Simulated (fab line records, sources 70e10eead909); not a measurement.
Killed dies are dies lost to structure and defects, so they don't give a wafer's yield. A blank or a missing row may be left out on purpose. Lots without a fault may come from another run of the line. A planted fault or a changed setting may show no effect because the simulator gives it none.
fab line records | flow nand_harc | part 1 of 2: steps 1 to 4 of 6
record lots=24 wafers=72 last_day=33
route steps=1302 shown A_STAIRCASE@719
lots that met no fault: from a run of the same line without faults
start_h: hours from the record's first day to the start of the lot's first wafer shown | wait_h: hours since the lot's step before | " the same as in the row above | L1.1+2: a row that stands for several wafers | - no value, or no start given | * or withheld: withheld | < > ~ a bound
route shown NAME@n: a module of which the file shows steps, and the number in the route of the first | usual: mean/standard deviation of fault-free wafers | same: alike in all rows | chamber/n: place in a boat | sites: the reading at each site | _std_site: their standard deviation | _edge_site: outer sites' mean less inner sites' | radius_mm: how far each site lies from the wafer's centre | mask NAME#n: copy n | behind: the tool/chamber that last shaped the wafer | hold: why the lot was held/for how many hours/how that ended | device: the transistor (n, p or np) that didn't switch | end of line: the same wafers' tests at the end of the route | a step without rows: its recipe alone | killed: dies lost to structure and defects at the first sort, not the wafer's yield | map: a wafer's dies, x killed, . not, _ none there
set.NAME: the setting as run; set.NAME@STEP: as run at that earlier step | model.NAME: the simulator's own value behind a step, which no gauge read
steps of the route over a sample of lots; a table a step, a row a wafer
services: from which hour (start_h, from the record's first day; less than 0 if before it) a tool's chamber was out of use, for how many hours, and why
## steps
# step NHARC_A_STAIRCASE_STRIP_205
# recipe power_w=1500 temp_c=250 chemistry=O2
# usual drypump_motor_current_A=5.6/0.44 heater_power_w=307/34
# columns lot.wafer tool chamber start_h wait_h drypump_motor_current_A heater_power_w rf_hours_counter_h
L074.2 plasma_asher-02 0 357.77 0.1 5.7 365 19
L074.4 " 0 " " 5.7 364 -
L074.6 " 0 " " 5.7 361 -
L076.2 plasma_asher-02 0 367.56 0.1 5.8 362 21
L076.3 " 1 " " 5.0 357 -
L076.5 " 0 " " 5.8 356 -
L075.2 plasma_asher-01 0 367.87 0.1 5.4 291 4
L075.4 " 1 " " 6.2 283 -
L075.6 " 1 " " 6.2 279 -
L077.1 plasma_asher-01 1 387.62 0.1 6.3 278 8
L077.3 " 0 " " 5.4 288 -
L077.4 " 1 " " 6.2 271 -
L079.2 plasma_asher-01 0 405.00 0.1 5.4 283 12
L079.6 " 0 " " 5.4 284 -
L079.5 " 1 " " 6.2 272 -
L078.1 plasma_asher-02 0 405.53 0.1 5.7 367 28
L078.6 " 0 " " 5.7 363 -
L078.5 " 1 " " 5.0 352 -
L081.1 plasma_asher-01 0 429.42 0.1 5.4 287 17
L081.3 " 0 " " 5.4 292 -
L081.6 " 0 " " 5.4 285 -
L080.2 plasma_asher-01 1 429.88 0.1 6.2 282 18
L080.1 " 0 " " 5.4 282 18
L080.3 " 1 " " 6.2 274 -
L082.2 plasma_asher-01 0 448.37 0.1 5.4 284 22
L082.4 " 0 " " 5.4 291 -
L082.6 " 1 " " 6.2 279 -
L083.2 plasma_asher-02 1 448.89 0.1 5.0 346 3
L083.4 " 0 " " 5.7 344 -
L083.5 " 1 " " 5.0 353 -
L084.1 plasma_asher-01 1 460.25 0.1 6.2 277 25
L084.3 " 1 " " 6.2 280 -
L084.6 " 1 " " 6.2 275 -
L085.1 plasma_asher-01 1 463.52 0.3 6.2 282 28
L085.2 " 0 " " 5.4 286 28
L085.6 " 1 " " 6.2 277 -
L086.4 plasma_asher-02 0 477.36 0.2 5.7 346 -
L086.5 " 1 " " 5.0 344 -
L086.6 " 0 " " 5.7 342 -
L088.1 plasma_asher-01 1 503.43 0.1 6.2 280 37
L088.3 " 0 " " 5.4 285 -
L088.5 " 0 " " 5.4 286 -
L087.3 plasma_asher-02 0 509.89 0.2 5.8 345 -
L087.6 " 0 " " 5.7 345 -
L087.5 " 1 " " 5.0 353 -
L089.2 plasma_asher-01 0 516.78 0.5 5.4 290 41
L089.4 " 1 " " 6.2 272 -
L089.6 " 0 " " 5.4 290 -
L090.1 plasma_asher-02 1 517.40 0.5 5.0 351 13
L090.4 " 0 " " 5.7 358 -
L090.6 " 1 " " 5.0 347 -
L091.2 plasma_asher-01 1 529.59 0.1 6.2 279 0
L091.6 " 1 " " 6.2 270 -
L091.5 " 0 " " 5.4 284 -
L092.1 plasma_asher-01 1 538.58 0.3 6.2 276 3
L092.3 " 1 " " 6.2 265 -
L092.5 " 0 " " 5.4 286 -
L093.4 plasma_asher-01 0 549.30 0.2 5.4 281 -
L093.3 " 1 " " 6.2 268 -
L093.5 " 0 " " 5.4 296 -
L094.3 plasma_asher-02 0 565.05 0.2 5.7 337 -
L094.6 " 0 " " 5.7 344 -
L094.5 " 1 " " 5.0 346 -
L095.1 plasma_asher-01 1 566.22 0.1 6.3 273 8
L095.2 " 0 " " 5.4 278 8
L095.6 " 1 " " 6.2 274 -
L097.4 plasma_asher-01 0 581.91 0.2 5.4 293 -
L097.3 " 1 " " 6.2 271 -
L097.6 " 0 " " 5.4 282 -
L096.2 plasma_asher-02 0 581.93 0.1 5.8 343 25
L096.5 " 1 " " 5.0 347 -
L096.6 " 0 " " 5.7 353 -
# step NHARC_A_STAIRCASE_TRIM_231
# recipe time_s=211.2 o2_flow_sccm=500 ar_flow_sccm=0 bias_w=0 chemistry=O2
# usual drypump_motor_current_A=5.8/0.47 mfc_ar_sccm=0.003/0.0079 oes_product_au=1.000/0.0094 rf_vpp_V=57.9/0.84 showerhead_plenum_p_Torr=3.58/0.17 throttle_valve_pct=17.035/0.0096
# columns lot.wafer tool chamber start_h wait_h drypump_motor_current_A mfc_ar_sccm oes_product_au rf_hours_counter_h rf_vpp_V showerhead_plenum_p_Torr throttle_valve_pct
L074.2 rie_diel-10 0 - - 5.5 0.016 1.008 40 57.6 3.65 17.040
L074.4 " 2 " " 5.1 0 0.990 37 57.4 3.29 17.021
L074.6 " 0 " " 5.5 0.016 1.015 - 58.0 3.65 17.049
L076.3 rie_diel-11 3 - - 6.3 0 0.993 30 57.9 3.37 17.048
L076.2 " 1 " " 5.4 0.008 0.994 28 58.2 3.62 17.044
L076.5 " 3 " " 6.3 0 0.988 - 59.2 3.37 17.057
L075.2 rie_diel-02 1 - - 5.3 0 1.000 46 57.4 3.74 17.024
L075.4 " 3 " " 5.3 0 1.002 54 58.1 3.51 17.033
L075.6 " 1 " " 5.3 0 1.007 - 56.6 3.74 17.040
L077.3 rie_diel-02 0 - - 6.0 0 0.982 52 57.5 3.33 17.030
L077.1 " 1 " " 5.3 0 0.988 53 57.8 3.74 17.042
L077.4 " 2 " " 6.3 0 0.979 61 58.8 3.64 17.043
L079.2 rie_diel-02 0 - - 6.0 0 0.972 2 56.5 3.33 17.035
L079.6 " 3 " " 5.3 0 1.007 - 56.7 3.51 17.047
L079.5 " 0 " " 6.0 0 0.979 - 58.2 3.33 17.040
L078.1 rie_diel-11 0 - - 5.4 0 1.005 40 58.1 3.73 17.049
L078.5 " 3 " " 6.3 0 0.998 - 57.7 3.36 17.031
L078.6 " 0 " " 5.3 0 0.994 - 57.3 3.73 17.045
L081.3 rie_diel-11 0 - - 5.4 0 0.989 48 58.4 3.73 17.022
L081.1 " 1 " " 5.4 0.008 0.995 51 57.6 3.61 17.031
L081.6 " 0 " " 5.3 0 0.999 - 57.3 3.73 17.032
L080.2 rie_diel-02 0 - - 6.0 0 0.978 11 56.5 3.33 17.030
L080.3 " 1 " " 5.3 0 1.004 10 58.6 3.73 17.033
L080.1 " 2 " " 6.2 0 1.006 12 57.9 3.64 17.046
L082.4 rie_diel-11 2 - - 6.1 0 0.997 2 58.1 3.81 17.037
L082.2 " 3 " " 6.2 0 1.004 2 57.3 3.35 17.031
L082.6 " 2 " " 6.1 0 0.993 - 57.1 3.81 17.028
L083.2 rie_diel-11 2 - - 6.1 0 1.005 2 56.9 3.81 17.029
L083.4 " 1 " " 5.4 0.008 1.000 2 57.2 3.60 17.028
L083.5 " 2 " " 6.1 0 0.996 - 57.1 3.81 17.012
L084.1 rie_diel-10 2 - - 5.1 0 1.009 14 57.3 3.80 17.031
L084.3 " 0 " " 5.5 0.016 0.987 11 57.3 3.63 17.040
L084.6 " 3 " " 6.7 0.036 1.009 - 59.6 3.65 17.051
L085.2 rie_diel-02 2 466.73 0.1 6.3 0 0.995 24 57.9 3.63 17.045
L085.1 " 1 " " 5.3 0 1.007 23 57.7 3.72 17.040
L085.6 " 2 " " 6.3 0 1.007 - 57.4 3.63 17.045
L086.4 rie_diel-11 1 - - 5.4 0.008 1.016 12 57.4 3.60 17.038
L086.6 " 2 " " 6.1 0 1.003 - 59.0 3.80 17.048
L086.5 " 3 " " 6.3 0 1.000 - 57.4 3.35 17.049
L088.3 rie_diel-11 1 - - 5.4 0.008 1.013 16 57.1 3.60 17.037
L088.1 " 2 " " 6.1 0 1.000 15 58.7 3.80 17.038
L088.5 " 1 " " 5.4 0.008 1.020 - 57.7 3.60 17.040
L087.3 rie_diel-11 0 - - 5.4 0 0.995 18 57.9 3.72 17.028
L087.6 " 3 " " 6.3 0 1.000 - 56.6 3.35 17.023
L087.5 " 0 " " 5.4 0 0.994 - 58.0 3.71 17.032
L089.4 rie_diel-11 1 - - 5.4 0.008 1.000 20 57.4 3.59 17.052
L089.2 " 0 " " 5.3 0 1.007 18 57.8 3.71 17.063
L089.6 " 1 " " 5.4 0.008 1.007 - 58.6 3.59 17.045
L090.1 rie_diel-02 2 - - 6.3 0 0.996 43 58.1 3.62 17.038
L090.4 " 0 " " 6.0 0 0.988 41 57.0 3.31 17.029
L090.6 " 2 " " 6.3 0 0.987 - 58.2 3.62 17.055
L091.2 rie_diel-11 0 - - 5.3 0 0.999 24 59.1 3.71 17.034
L091.5 " 1 " " 5.4 0.008 0.995 - 57.6 3.59 17.021
L091.6 " 0 " " 5.4 0 1.003 - 58.7 3.71 17.031
L092.3 rie_diel-10 2 - - 5.1 0 1.015 40 57.0 3.79 17.040
L092.1 " 0 " " 5.5 0.016 0.988 41 57.5 3.61 17.030
L092.5 " 2 " " 5.1 0 1.004 - 58.2 3.78 17.032
L093.4 rie_diel-11 3 - - 6.3 0 1.013 33 57.7 3.34 17.034
L093.3 " 0 " " 5.4 0 0.996 32 58.0 3.71 17.043
L093.5 " 1 " " 5.4 0.008 1.004 - 57.6 3.59 17.027
L094.3 rie_diel-11 2 - - 6.1 0 1.005 32 58.6 3.79 17.024
L094.6 " 1 " " 5.4 0.008 1.009 - 57.0 3.59 17.035
L094.5 " 2 " " 6.1 0 0.990 - 59.5 3.79 17.049
L095.1 rie_diel-11 1 - - 5.4 0.008 1.008 36 57.2 3.59 17.036
L095.2 " 0 " " 5.4 0 0.988 36 57.8 3.70 17.029
L095.6 " 2 " " 6.1 0 1.017 - 59.8 3.79 17.034
L097.3 rie_diel-10 1 - - 6.5 0 1.006 58 58.4 3.36 17.017
L097.4 " 0 " " 5.5 0.016 0.994 56 57.9 3.61 17.044
L097.6 " 1 " " 6.4 0 1.011 - 57.0 3.36 17.029
L096.2 rie_diel-02 3 - - 5.3 0 1.002 1 58.9 3.48 17.027
L096.5 " 1 " " 5.4 0 1.006 - 58.5 3.70 17.034
L096.6 " 2 " " 6.3 0 0.992 - 58.5 3.61 17.037
# step NHARC_A_STAIRCASE_STRIP_254
# recipe power_w=1500 temp_c=250 chemistry=O2
# usual drypump_motor_current_A=5.6/0.44 heater_power_w=315/34
# columns lot.wafer tool chamber start_h wait_h drypump_motor_current_A heater_power_w rf_hours_counter_h
L074.2 plasma_asher-01 0 363.21 - 5.4 287 3
L074.4 " 0 " " 5.4 292 -
L074.6 " 0 " " 5.4 283 -
L076.2 plasma_asher-02 1 373.37 - 5.0 358 23
L076.3 " 0 " " 5.7 357 -
L076.5 " 1 " " 5.0 359 -
L075.2 plasma_asher-02 0 373.65 - 5.7 359 23
L075.4 " 1 " " 5.0 342 -
L075.6 " 0 " " 5.7 369 -
L077.1 plasma_asher-01 0 393.13 - 5.4 289 9
L077.4 " 0 " " 5.4 291 -
L077.3 " 1 " " 6.2 279 -
L079.2 plasma_asher-01 0 410.90 - 5.4 288 12
L079.5 " 1 " " 6.2 277 -
L079.6 " 0 " " 5.4 287 -
L078.1 plasma_asher-02 0 411.30 - 5.8 367 29
L078.5 " 0 " " 5.8 365 -
L078.6 " 1 " " 5.0 346 -
L081.1 plasma_asher-01 1 434.50 - 6.2 270 19
L081.3 " 1 " " 6.2 277 -
L081.6 " 0 " " 5.4 290 -
L080.1 plasma_asher-01 0 435.31 - 5.4 290 19
L080.2 " 1 " " 6.2 278 19
L080.3 " 0 " " 5.4 288 -
L082.2 plasma_asher-01 1 453.54 - 6.2 277 23
L082.4 " 1 " " 6.2 281 -
L082.6 " 1 " " 6.2 274 -
L083.2 plasma_asher-01 1 454.66 - 6.2 280 24
L083.4 " 0 " " 5.4 284 -
L083.5 " 0 " " 5.4 292 -
L084.1 plasma_asher-02 0 468.16 - 5.7 355 3
L084.3 " 1 " " 5.0 339 -
L084.6 " 1 " " 5.0 351 -
L085.2 plasma_asher-01 1 470.27 - 6.2 282 30
L085.1 " 0 " " 5.4 286 30
L085.6 " 1 " " 6.2 276 -
L086.4 plasma_asher-01 1 482.80 - 6.2 275 -
L086.6 " 0 " " 5.4 290 -
L086.5 " 1 " " 6.2 284 -
L088.1 plasma_asher-02 0 508.60 - 5.8 338 9
L088.3 " 1 " " 5.0 342 -
L088.5 " 0 " " 5.7 351 -
L087.3 plasma_asher-02 1 518.03 - 5.0 344 -
L087.6 " 0 " " 5.8 354 -
L087.5 " 1 " " 5.0 354 -
L090.1 plasma_asher-02 1 523.50 - 5.0 341 14
L090.4 " 1 " " 5.0 351 -
L090.6 " 1 " " 5.0 344 -
L089.2 plasma_asher-02 1 525.65 - 5.0 345 15
L089.4 " 1 " " 5.0 344 -
L089.6 " 0 " " 5.8 335 -
L091.2 plasma_asher-01 0 536.08 - 5.4 281 1
L091.5 " 1 " " 6.2 268 -
L091.6 " 0 " " 5.4 289 -
L092.1 plasma_asher-01 0 543.97 - 5.4 283 4
L092.3 " 1 " " 6.2 274 -
L092.5 " 0 " " 5.4 289 -
L093.3 plasma_asher-02 1 554.69 - 5.0 353 -
L093.4 " 0 " " 5.7 353 -
L093.5 " 0 " " 5.7 344 -
L094.3 plasma_asher-02 0 570.45 - 5.7 346 -
L094.5 " 0 " " 5.7 349 -
L094.6 " 1 " " 5.0 348 -
L095.2 plasma_asher-02 0 571.52 - 5.7 343 23
L095.1 " 1 " " 5.0 340 23
L095.6 " 1 " " 5.0 338 -
L097.4 plasma_asher-02 0 587.41 - 5.7 346 -
L097.3 " 1 " " 5.0 338 -
L097.6 " 1 " " 5.0 349 -
L096.2 plasma_asher-01 1 587.59 - 6.2 282 13
L096.5 " 1 " " 6.2 274 -
L096.6 " 0 " " 5.4 286 -
# step NHARC_A_STAIRCASE_HM_DEP_456
# recipe target_thk_a=31000 temp_c=400 material=aC
# usual throttle_valve_pct=35.000/0.01
# columns lot.wafer tool chamber start_h wait_h throttle_valve_pct
L074.2 acl_dep-03 0 365.27 - 35.007
L074.4 " 0 " " 35.002
L074.6 " 0 " " 35.010
L076.2 acl_dep-03 0 374.57 - 34.982
L076.3 " 0 " " 34.998
L076.5 " 0 " " 34.992
L075.2 acl_dep-02 0 374.78 - 35.023
L075.4 " 0 " " 34.989
L075.6 " 0 " " 35.011
L077.1 acl_dep-01 0 395.87 - 34.990
L077.3 " 0 " " 35.006
L077.4 " 0 " " 35.002
L079.2 acl_dep-01 0 411.96 - 34.993
L079.5 " 0 " " 34.995
L079.6 " 0 " " 35.001
L078.1 acl_dep-02 0 412.11 - 34.995
L078.5 " 0 413.36 - 35.005
L078.6 " 0 " " 34.999
L081.1 acl_dep-02 0 437.15 - 35.012
L081.3 " 0 " " 35.003
L081.6 " 0 " " 34.989
L080.1 acl_dep-02 0 438.98 - 35.012
L080.2 " 0 " " 34.992
L080.3 " 0 " " 35.011
L082.2 acl_dep-01 0 459.35 - 35.010
L082.4 " 0 " " 35.011
L082.6 " 0 " " 34.987
L083.2 acl_dep-03 0 459.47 - 34.982
L083.4 " 0 " " 34.974
L083.5 " 0 " " 35.018
L084.1 acl_dep-02 0 468.92 - 34.996
L084.3 " 0 " " 34.982
L084.6 " 0 " " 35.009
L085.1 acl_dep-02 0 471.08 - 34.996
L085.2 " 0 " " 35.003
L085.6 " 0 472.61 - 35.022
L086.4 acl_dep-02 0 487.27 - 34.998
L086.5 " 0 " " 35.020
L086.6 " 0 " " 35.000
L088.1 acl_dep-01 0 509.37 - 34.995
L088.3 " 0 " " 34.996
L088.5 " 0 " " 35.005
L087.3 acl_dep-01 0 519.33 - 34.993
L087.5 " 0 " " 34.997
L087.6 " 0 " " 34.988
L090.1 acl_dep-02 0 524.39 - 35.001
L090.4 " 0 " " 35.013
L090.6 " 0 " " 34.983
L089.2 acl_dep-02 0 526.83 - 35.006
L089.4 " 0 " " 35.000
L089.6 " 0 " " 35.003
L091.2 acl_dep-01 0 539.55 - 35.003
L091.5 " 0 " " 34.977
L091.6 " 0 " " 35.002
L092.1 acl_dep-02 0 544.78 - 34.999
L092.3 " 0 " " 35.004
L092.5 " 0 " " 35.018
L093.3 acl_dep-02 0 556.02 - 35.000
L093.4 " 0 " " 35.002
L093.5 " 0 " " 35.012
L095.1 acl_dep-01 0 572.79 - 34.995
L095.2 " 0 " " 35.006
L095.6 " 0 574.29 - 35.002
L094.3 acl_dep-02 0 572.80 - 34.984
L094.5 " 0 " " 35.001
L094.6 " 0 " " 34.983
L097.3 acl_dep-02 0 590.24 - 35.000
L097.4 " 0 " " 34.988
L097.6 " 0 " " 35.009
L096.2 acl_dep-03 0 590.74 - 35.007
L096.5 " 0 " " 34.988
L096.6 " 0 " " 35.000
